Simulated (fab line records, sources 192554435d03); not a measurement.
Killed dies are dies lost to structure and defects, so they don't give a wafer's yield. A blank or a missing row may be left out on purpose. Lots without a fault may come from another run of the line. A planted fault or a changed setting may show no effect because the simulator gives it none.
Which tool did it? | flow n5_finfet | 20 lots, 60 wafers sampled, at 6 steps of a route of 1938

WHAT THE GAUGES READ, wafer by wafer
N5_BEOL_M9_OVL_MEAS_29. Usual: V8_OVL -0.4 nm, standard deviation 0.62.
lot  | measured     | on         | V8_OVL (nm)    | flag
L074 | day 10 05:04 | overlay-01 | -0.6 -0.4 0.0  |
L075 | day 10 15:52 | overlay-02 | -0.3 0.3 -0.3  |
L079 | day 11 18:57 | overlay-01 | -0.7 -0.9 -0.4 |
L078 | day 11 19:00 | overlay-02 | -0.6 -1.2 -0.9 |
L080 | day 11 21:36 | overlay-02 | -0.4 0.1 0.1   |
L082 | day 12 07:08 | overlay-02 | -0.8 -2.0 -1.3 |
L081 | day 12 07:20 | overlay-02 | -1.8 -1.3 -0.7 |
L083 | day 12 10:58 | overlay-02 | -1.0 -1.8 -0.5 |
L084 | day 12 17:01 | overlay-02 | 0.2 -0.8 -0.7  |
L087 | day 13 09:55 | overlay-01 | 0.1 0.2 0.2    |
L086 | day 13 11:18 | overlay-02 | -0.5 -0.7 -0.9 |
L089 | day 14 00:46 | overlay-02 | 0.0 0.4 0.5    |
L088 | day 14 06:32 | overlay-01 | -0.8 -0.6 -0.5 |
L092 | day 14 18:17 | overlay-02 | 0.3 0.4 0.8    |
L093 | day 14 18:06 | overlay-01 | 0.0 0.5 -0.9   |
L091 | day 15 12:38 | overlay-02 | -1.1 -0.8 -0.5 |
L094 | day 15 15:00 | overlay-02 | -1.6 0.0 0.3   |
L096 | day 15 17:08 | overlay-01 | 0.1 -0.9 0.8   |
L095 | day 15 20:19 | overlay-02 | -1.1 0.4 -0.3  |
L097 | day 16 03:14 | overlay-02 | -0.9 -1.2 -1.4 |

WHICH TOOL RAN EACH LOT (tool, then ch and the chambers of the sampled wafers, then the start)
lot  | N5_BEOL_M8_ETCH_41                            | N5_BEOL_M8_STRIP_80                           | N5_BEOL_M9_HM_DEP_02         | N5_BEOL_M9_ETCH_62                 | N5_BEOL_M9_HM_OPEN_17
L074 | rie_diel-01 ch 1,2, day 10 02:33 or earlier   | rie_diel-01 ch 1,2, day 10 02:33 or earlier   | pvd_sputter-02, day 10 02:33 | rie_diel-06 ch 1,2,3, day 10 03:13 | rie_metal-01 ch 0,1, day 10 03:26
L075 | rie_diel-05 ch 0,1, day 10 13:07 or earlier   | rie_diel-05 ch 0,1, day 10 13:07 or earlier   | pvd_sputter-02, day 10 13:07 | rie_diel-03 ch 0,1, day 10 13:49   | rie_metal-02 ch 0,1, day 10 13:59
L079 | rie_diel-02 ch 0,1, day 11 16:17 or earlier   | rie_diel-02 ch 0,1, day 11 16:17 or earlier   | pvd_sputter-03, day 11 16:17 | rie_diel-04 ch 0,3, day 11 17:07   | rie_metal-03 ch 0,1, day 11 17:18
L078 | rie_diel-02 ch 0,1,2, day 11 16:23 or earlier | rie_diel-02 ch 0,1,2, day 11 16:23 or earlier | pvd_sputter-01, day 11 16:23 | rie_diel-06 ch 1,2,3, day 11 17:09 | rie_metal-01 ch 0,1, day 11 17:20
L080 | rie_diel-01 ch 2,3, day 11 19:59 or earlier   | rie_diel-01 ch 2,3, day 11 19:59 or earlier   | pvd_sputter-02, day 11 19:59 | rie_diel-03 ch 0,1, day 11 20:35   | rie_metal-02 ch 0,1, day 11 20:47
L082 | rie_diel-01 ch 0,1,3, day 12 05:37 or earlier | rie_diel-01 ch 0,1,3, day 12 05:37 or earlier | pvd_sputter-02, day 12 05:37 | rie_diel-04 ch 0,1,3, day 12 06:16 | rie_metal-02 ch 0,1, day 12 06:27
L081 | rie_diel-05 ch 0,3, day 12 05:50 or earlier   | rie_diel-05 ch 0,3, day 12 05:50 or earlier   | pvd_sputter-02, day 12 05:50 | rie_diel-06 ch 1,3, day 12 06:23   | rie_metal-01 ch 0,1, day 12 06:37
L083 | rie_diel-01 ch 0,2, day 12 08:47 or earlier   | rie_diel-01 ch 0,2, day 12 08:47 or earlier   | pvd_sputter-03, day 12 08:47 | rie_diel-03 ch 0,2, day 12 09:28   | rie_metal-02 ch 0,1, day 12 09:38
L084 | rie_diel-02 ch 0,1, day 12 15:32 or earlier   | rie_diel-02 ch 0,1, day 12 15:32 or earlier   | pvd_sputter-01, day 12 15:32 | rie_diel-03 ch 1,3, day 12 16:12   | rie_metal-03 ch 0, day 12 16:23
L087 | rie_diel-01 ch 0,1,3, day 13 07:37 or earlier | rie_diel-01 ch 0,1,3, day 13 07:37 or earlier | pvd_sputter-01, day 13 07:37 | rie_diel-04 ch 0,1, day 13 08:09   | rie_metal-03 ch 0,1, day 13 08:20
L086 | rie_diel-02 ch 0,1,3, day 13 09:29 or earlier | rie_diel-02 ch 0,1,3, day 13 09:29 or earlier | pvd_sputter-01, day 13 09:29 | rie_diel-03 ch 0,3, day 13 10:35   | rie_metal-01 ch 0,1, day 13 10:47
L089 | rie_diel-01 ch 1,2, day 13 22:50 or earlier   | rie_diel-01 ch 1,2, day 13 22:50 or earlier   | pvd_sputter-03, day 13 22:50 | rie_diel-04 ch 0,1,3, day 13 23:31 | rie_metal-03 ch 0,1, day 13 23:42
L088 | rie_diel-05 ch 2,3, day 14 02:44 or earlier   | rie_diel-05 ch 2,3, day 14 02:44 or earlier   | pvd_sputter-02, day 14 02:44 | rie_diel-06 ch 0,2, day 14 03:29   | rie_metal-03 ch 1, day 14 03:41
L092 | rie_diel-02 ch 0,1,3, day 14 14:39 or earlier | rie_diel-02 ch 0,1,3, day 14 14:39 or earlier | pvd_sputter-03, day 14 14:39 | rie_diel-03 ch 0,1,3, day 14 15:23 | rie_metal-01 ch 0,1, day 14 15:34
L093 | rie_diel-02 ch 1,2,3, day 14 14:33 or earlier | rie_diel-02 ch 1,2,3, day 14 14:33 or earlier | pvd_sputter-03, day 14 14:33 | rie_diel-04 ch 0,1,2, day 14 15:15 | rie_metal-02 ch 0,1, day 14 15:26
L091 | rie_diel-02 ch 1,2,3, day 15 09:51 or earlier | rie_diel-02 ch 1,2,3, day 15 09:51 or earlier | pvd_sputter-01, day 15 09:51 | rie_diel-04 ch 0,3, day 15 11:41   | rie_metal-01 ch 0,1, day 15 11:52
L094 | rie_diel-02 ch 1,2,3, day 15 13:19 or earlier | rie_diel-02 ch 1,2,3, day 15 13:19 or earlier | pvd_sputter-01, day 15 13:19 | rie_diel-03 ch 0,1,3, day 15 14:02 | rie_metal-03 ch 0,1, day 15 14:15
L096 | rie_diel-02 ch 2,3, day 15 13:53 or earlier   | rie_diel-02 ch 2,3, day 15 13:53 or earlier   | pvd_sputter-01, day 15 13:53 | rie_diel-04 ch 2,3, day 15 14:37   | rie_metal-03 ch 0,1, day 15 14:50
L095 | rie_diel-05 ch 0,1,3, day 15 18:07 or earlier | rie_diel-05 ch 0,1,3, day 15 18:07 or earlier | pvd_sputter-01, day 15 18:07 | rie_diel-04 ch 2,3, day 15 19:32   | rie_metal-01 ch 0,1, day 15 19:44
L097 | rie_diel-05 ch 0,3, day 16 00:12 or earlier   | rie_diel-05 ch 0,3, day 16 00:12 or earlier   | pvd_sputter-01, day 16 00:12 | rie_diel-03 ch 0,1,3, day 16 00:53 | rie_metal-01 ch 0,1, day 16 01:05
- N5_BEOL_M8_ETCH_41: etches SiCN in CH3F/O2, target depth 31.9 nm, time 57.8 s.
- N5_BEOL_M8_STRIP_80: strips in N2/H2, time 10 s.
- N5_BEOL_M9_HM_DEP_02: deposits TiN, target thk 20 nm.
- N5_BEOL_M9_ETCH_62: etches SOC in N2/H2, target depth 110 nm, overetch 22 nm, time 165 s.
- N5_BEOL_M9_HM_OPEN_17: chemistry Cl2/BCl3, target TiN, target depth 20 nm, overetch 6 nm.

WHAT THE TOOLS THEMSELVES READ (means of the sampled wafers that have a number; where no wafer has one, the mark that the record gives instead)
N5_BEOL_M8_ETCH_41. Usual: chamber_pressure_mTorr 30.000 mTorr, standard deviation 0.027; drypump_motor_current_A 5.8 A, standard deviation 0.41; mfc_ar_sccm 150.0 sccm, standard deviation 0.48; oes_product_au 0.78 a.u., standard deviation 0.091; rf_vpp_V 297.4 V, standard deviation 1.5; showerhead_plenum_p_Torr 2.00 Torr, standard deviation 0.069; throttle_valve_pct 16.41 %, standard deviation 0.27.
lot  | tool        | chamber_pressure_mTorr (mTorr) | drypump_motor_current_A (A) | mfc_ar_sccm (sccm) | oes_product_au (a.u.) | rf_vpp_V (V) | showerhead_plenum_p_Torr (Torr) | throttle_valve_pct (%) | flag
L074 | rie_diel-01 | 29.985                         | 6.2                         | 149.8              | 0.87                  | 298.3        | 2.05                            | 16.07                  |
L075 | rie_diel-05 | 30.004                         | 5.9                         | 149.7              | 0.72                  | 297.6        | 1.98                            | 16.60                  |
L079 | rie_diel-02 | 29.991                         | 5.7                         | 150.1              | 0.71                  | 295.9        | 1.93                            | 16.44                  |
L078 | rie_diel-02 | 30.014                         | 5.6                         | 150.1              | 0.74                  | 296.1        | 1.97                            | 16.48                  |
L080 | rie_diel-01 | 30.012                         | 5.7                         | 149.9              | 0.74                  | 298.3        | 2.00                            | 16.49                  |
L082 | rie_diel-01 | 30.006                         | 6.2                         | 149.7              | 0.85                  | 299.2        | 2.05                            | 16.22                  |
L081 | rie_diel-05 | 30.008                         | 5.9                         | 149.4              | 0.88                  | 297.7        | 2.01                            | 16.09                  |
L083 | rie_diel-01 | 29.981                         | 5.9                         | 150.4              | 0.80                  | 299.9        | 2.08                            | 16.65                  |
L084 | rie_diel-02 | 30.015                         | 5.5                         | 150.0              | 0.70                  | 297.2        | 1.95                            | 16.58                  |
L087 | rie_diel-01 | 29.980                         | 6.2                         | 149.6              | 0.83                  | 298.7        | 2.05                            | 16.23                  |
L086 | rie_diel-02 | 29.999                         | 5.7                         | 150.1              | 0.75                  | 296.5        | 1.94                            | 16.46                  |
L089 | rie_diel-01 | 29.976                         | 6.0                         | 150.2              | 0.77                  | 298.1        | 2.05                            | 16.46                  |
L088 | rie_diel-05 | 29.986                         | 5.8                         | 150.4              | 0.76                  | 296.9        | 1.99                            | 16.28                  |
L092 | rie_diel-02 | 30.012                         | 5.7                         | 149.9              | 0.75                  | 295.7        | 1.93                            | 16.48                  |
L093 | rie_diel-02 | 30.028                         | 5.9                         | 149.7              | 0.77                  | 296.8        | 1.95                            | 16.40                  |
L091 | rie_diel-02 | 29.991                         | 5.8                         | 150.4              | 0.76                  | 296.5        | 1.95                            | 16.42                  |
L094 | rie_diel-02 | 29.995                         | 5.8                         | 150.2              | 0.76                  | 296.1        | 1.95                            | 16.42                  |
L096 | rie_diel-02 | 30.002                         | 5.8                         | 150.1              | 0.80                  | 297.3        | 1.96                            | 16.40                  |
L095 | rie_diel-05 | 29.990                         | 5.6                         | 150.1              | 0.84                  | 297.2        | 2.00                            | 16.30                  |
L097 | rie_diel-05 | 29.996                         | 6.1                         | 149.5              | 0.76                  | 296.9        | 1.95                            | 16.38                  |

N5_BEOL_M8_STRIP_80. Usual: chamber_pressure_mTorr 20.001 mTorr, standard deviation 0.021; drypump_motor_current_A 5.8 A, standard deviation 0.4; oes_product_au 0.78 a.u., standard deviation 0.086; rf_vpp_V 59.2 V, standard deviation 0.91; showerhead_plenum_p_Torr 2.55 Torr, standard deviation 0.079; temp_c 39.99 C, standard deviation 0.099; throttle_valve_pct 23.8 %, standard deviation 0.39.
lot  | tool        | chamber_pressure_mTorr (mTorr) | drypump_motor_current_A (A) | oes_product_au (a.u.) | rf_vpp_V (V) | showerhead_plenum_p_Torr (Torr) | temp_c (C) | throttle_valve_pct (%) | flag
L074 | rie_diel-01 | 20.008                         | 6.2                         | 0.86                  | 58.2         | 2.63                            | 40.03      | 23.5                   |
L075 | rie_diel-05 | 19.990                         | 5.8                         | 0.72                  | 59.3         | 2.50                            | 40.00      | 23.9                   |
L079 | rie_diel-02 | 20.014                         | 5.7                         | 0.72                  | 59.0         | 2.48                            | 40.07      | 24.2                   |
L078 | rie_diel-02 | 20.000                         | 5.6                         | 0.74                  | 59.1         | 2.52                            | 39.97      | 24.1                   |
L080 | rie_diel-01 | 20.019                         | 5.7                         | 0.74                  | 59.7         | 2.55                            | 40.04      | 23.9                   |
L082 | rie_diel-01 | 20.025                         | 6.2                         | 0.85                  | 58.9         | 2.62                            | 40.05      | 23.6                   |
L081 | rie_diel-05 | 19.989                         | 5.9                         | 0.90                  | 59.4         | 2.55                            | 39.84      | 23.3                   |
L083 | rie_diel-01 | 20.005                         | 5.9                         | 0.79                  | 58.8         | 2.65                            | 40.00      | 24.1                   |
L084 | rie_diel-02 | 20.012                         | 5.5                         | 0.72                  | 59.0         | 2.50                            | 39.96      | 24.4                   |
L087 | rie_diel-01 | 20.007                         | 6.2                         | 0.83                  | 59.7         | 2.61                            | 39.91      | 23.6                   |
L086 | rie_diel-02 | 20.010                         | 5.7                         | 0.76                  | 58.5         | 2.48                            | 39.94      | 24.2                   |
L089 | rie_diel-01 | 19.998                         | 6.0                         | 0.76                  | 59.5         | 2.62                            | 40.02      | 23.9                   |
L088 | rie_diel-05 | 20.016                         | 5.8                         | 0.75                  | 59.1         | 2.51                            | 40.15      | 23.1                   |
L092 | rie_diel-02 | 19.995                         | 5.7                         | 0.75                  | 58.6         | 2.48                            | 39.99      | 24.2                   |
L093 | rie_diel-02 | 20.016                         | 5.8                         | 0.77                  | 59.3         | 2.50                            | 39.91      | 23.9                   |
L091 | rie_diel-02 | 19.996                         | 5.9                         | 0.76                  | 60.5         | 2.49                            | 40.02      | 23.9                   |
L094 | rie_diel-02 | 20.002                         | 5.8                         | 0.76                  | 59.0         | 2.49                            | 40.03      | 23.9                   |
L096 | rie_diel-02 | 20.002                         | 5.9                         | 0.81                  | 58.6         | 2.50                            | 39.99      | 23.8                   |
L095 | rie_diel-05 | 19.997                         | 5.6                         | 0.84                  | 59.1         | 2.53                            | 39.95      | 23.6                   |
L097 | rie_diel-05 | 19.985                         | 6.1                         | 0.76                  | 59.9         | 2.47                            | 40.03      | 23.6                   |

N5_BEOL_M9_HM_DEP_02. Usual: throttle_valve_pct 29.8 %, standard deviation 0.84.
lot  | tool           | throttle_valve_pct (%) | flag
L074 | pvd_sputter-02 | 30.0                   |
L075 | pvd_sputter-02 | 30.2                   |
L079 | pvd_sputter-03 | 30.3                   |
L078 | pvd_sputter-01 | 30.4                   |
L080 | pvd_sputter-02 | 30.1                   |
L082 | pvd_sputter-02 | 30.2                   |
L081 | pvd_sputter-02 | 29.9                   |
L083 | pvd_sputter-03 | 30.3                   |
L084 | pvd_sputter-01 | 28.5                   |
L087 | pvd_sputter-01 | 29.9                   |
L086 | pvd_sputter-01 | 29.7                   |
L089 | pvd_sputter-03 | 29.7                   |
L088 | pvd_sputter-02 | 30.3                   |
L092 | pvd_sputter-03 | 30.0                   |
L093 | pvd_sputter-03 | 29.2                   |
L091 | pvd_sputter-01 | 29.2                   |
L094 | pvd_sputter-01 | 29.2                   |
L096 | pvd_sputter-01 | 30.2                   |
L095 | pvd_sputter-01 | 29.3                   |
L097 | pvd_sputter-01 | 29.5                   |

N5_BEOL_M9_ETCH_62. Usual: chamber_pressure_mTorr 30.000 mTorr, standard deviation 0.026; drypump_motor_current_A 5.6 A, standard deviation 0.42; oes_product_au 0.67 a.u., standard deviation 0.071; rf_vpp_V 524.0 V, standard deviation 2.5; showerhead_plenum_p_Torr 2.55 Torr, standard deviation 0.085; temp_c 40.01 C, standard deviation 0.12; throttle_valve_pct 18.02 %, standard deviation 0.25.
lot  | tool        | chamber_pressure_mTorr (mTorr) | drypump_motor_current_A (A) | oes_product_au (a.u.) | rf_vpp_V (V) | showerhead_plenum_p_Torr (Torr) | temp_c (C) | throttle_valve_pct (%) | flag
L074 | rie_diel-06 | 30.042                         | 6.0                         | 0.65                  | 524.0        | 2.54                            | 40.00      | 17.92                  |
L075 | rie_diel-03 | 30.021                         | 5.3                         | 0.70                  | 526.9        | 2.64                            | 40.06      | 17.89                  |
L079 | rie_diel-04 | 30.024                         | 5.4                         | 0.68                  | 522.8        | 2.50                            | 40.02      | 17.99                  |
L078 | rie_diel-06 | 29.981                         | 6.0                         | 0.64                  | 524.1        | 2.53                            | 40.01      | 17.94                  |
L080 | rie_diel-03 | 29.996                         | 5.3                         | 0.69                  | 526.2        | 2.63                            | 39.98      | 17.91                  |
L082 | rie_diel-04 | 30.007                         | 5.5                         | 0.63                  | 522.3        | 2.50                            | 40.11      | 17.97                  |
L081 | rie_diel-06 | 29.997                         | 6.0                         | 0.68                  | 524.6        | 2.56                            | 39.97      | 17.91                  |
L083 | rie_diel-03 | 30.024                         | 5.2                         | 0.65                  | 522.5        | 2.52                            | 40.06      | 17.88                  |
L084 | rie_diel-03 | 30.011                         | 5.7                         | 0.72                  | 526.8        | 2.66                            | 39.87      | 18.03                  |
L087 | rie_diel-04 | 30.002                         | 5.7                         | 0.59                  | 523.2        | 2.52                            | 40.00      | 18.14                  |
L086 | rie_diel-03 | 29.997                         | 6.0                         | 0.67                  | 525.0        | 2.58                            | 39.97      | 18.31                  |
L089 | rie_diel-04 | 29.994                         | 5.4                         | 0.62                  | 522.4        | 2.50                            | 40.15      | 18.01                  |
L088 | rie_diel-06 | 29.987                         | 5.8                         | 0.74                  | 522.5        | 2.47                            | 39.99      | 17.61                  |
L092 | rie_diel-03 | 29.996                         | 5.6                         | 0.67                  | 524.5        | 2.60                            | 39.94      | 18.13                  |
L093 | rie_diel-04 | 29.993                         | 5.6                         | 0.65                  | 524.5        | 2.58                            | 40.02      | 18.12                  |
L091 | rie_diel-04 | 29.968                         | 5.4                         | 0.65                  | 521.5        | 2.48                            | 40.12      | 18.04                  |
L094 | rie_diel-03 | 29.984                         | 5.6                         | 0.66                  | 525.4        | 2.60                            | 39.88      | 18.15                  |
L096 | rie_diel-04 | 30.002                         | 5.3                         | 0.71                  | 523.2        | 2.55                            | 39.90      | 18.00                  |
L095 | rie_diel-04 | 29.993                         | 5.4                         | 0.71                  | 524.3        | 2.55                            | 40.12      | 17.99                  |
L097 | rie_diel-03 | 30.002                         | 5.6                         | 0.65                  | 524.4        | 2.60                            | 39.98      | 18.16                  |

N5_BEOL_M9_HM_OPEN_17. Usual: chamber_pressure_mTorr 10.000 mTorr, standard deviation 0.0088; drypump_motor_current_A 5.6 A, standard deviation 0.58; mfc_ar_sccm 24.99 sccm, standard deviation 0.081; oes_product_au 0.70 a.u., standard deviation 0.084; throttle_valve_pct 22.03 %, standard deviation 0.2.
lot  | tool         | chamber_pressure_mTorr (mTorr) | drypump_motor_current_A (A) | mfc_ar_sccm (sccm) | oes_product_au (a.u.) | throttle_valve_pct (%) | flag
L074 | rie_metal-01 | 10.002                         | 5.1                         | 25.04              | 0.71                  | 21.90                  |
L075 | rie_metal-02 | 10.009                         | 6.4                         | 25.00              | 0.63                  | 22.01                  |
L079 | rie_metal-03 | 9.998                          | 5.7                         | 24.97              | 0.81                  | 22.24                  |
L078 | rie_metal-01 | 9.987                          | 5.6                         | 24.95              | 0.66                  | 21.90                  |
L080 | rie_metal-02 | 10.005                         | 6.4                         | 24.91              | 0.63                  | 22.01                  |
L082 | rie_metal-02 | 10.007                         | 6.4                         | 24.90              | 0.62                  | 22.01                  |
L081 | rie_metal-01 | 10.003                         | 5.6                         | 25.04              | 0.64                  | 21.91                  |
L083 | rie_metal-02 | 9.995                          | 6.4                         | 24.97              | 0.62                  | 22.00                  |
L084 | rie_metal-03 | 10.006                         | 5.8                         | 25.04              | 0.77                  | 22.45                  |
L087 | rie_metal-03 | 9.987                          | 5.6                         | 24.90              | 0.76                  | 22.27                  |
L086 | rie_metal-01 | 10.003                         | 5.6                         | 24.98              | 0.64                  | 21.89                  |
L089 | rie_metal-03 | 10.007                         | 5.5                         | 25.03              | 0.76                  | 22.09                  |
L088 | rie_metal-03 | 10.001                         | 5.4                         | 24.96              | 0.76                  | 21.93                  |
L092 | rie_metal-01 | 10.000                         | 5.6                         | 25.01              | 0.64                  | 21.88                  |
L093 | rie_metal-02 | 10.009                         | 6.2                         | 25.03              | 0.69                  | 22.06                  |
L091 | rie_metal-01 | 10.001                         | 5.1                         | 24.95              | 0.68                  | 21.95                  |
L094 | rie_metal-03 | 10.002                         | 5.7                         | 25.01              | 0.73                  | 22.30                  |
L096 | rie_metal-03 | 9.996                          | 5.7                         | 25.05              | 0.75                  | 22.28                  |
L095 | rie_metal-01 | 10.004                         | 5.6                         | 25.01              | 0.62                  | 21.92                  |
L097 | rie_metal-01 | 10.000                         | 5.6                         | 25.07              | 0.62                  | 21.94                  |

THE ANSWER, worked out from the rows above alone
Rule: a lot is off if the mean of its wafers that have a number lies more than 3 standard deviations from the usual mean. A lot without any number at a reading at which 4 lots or more have one is off too. The other lots that the step has rows for count as sound. The gauges are gone through in route order, then the tools' own readings, and for those a lot's mean is taken as printed above. The first step at which some lot is off is used, and at that step the reading that is off furthest; a lot without a number counts as furthest.
No lot is off at any reading shown: from this, nothing can be told.

WHAT THE SIMULATOR HAD PUT IN
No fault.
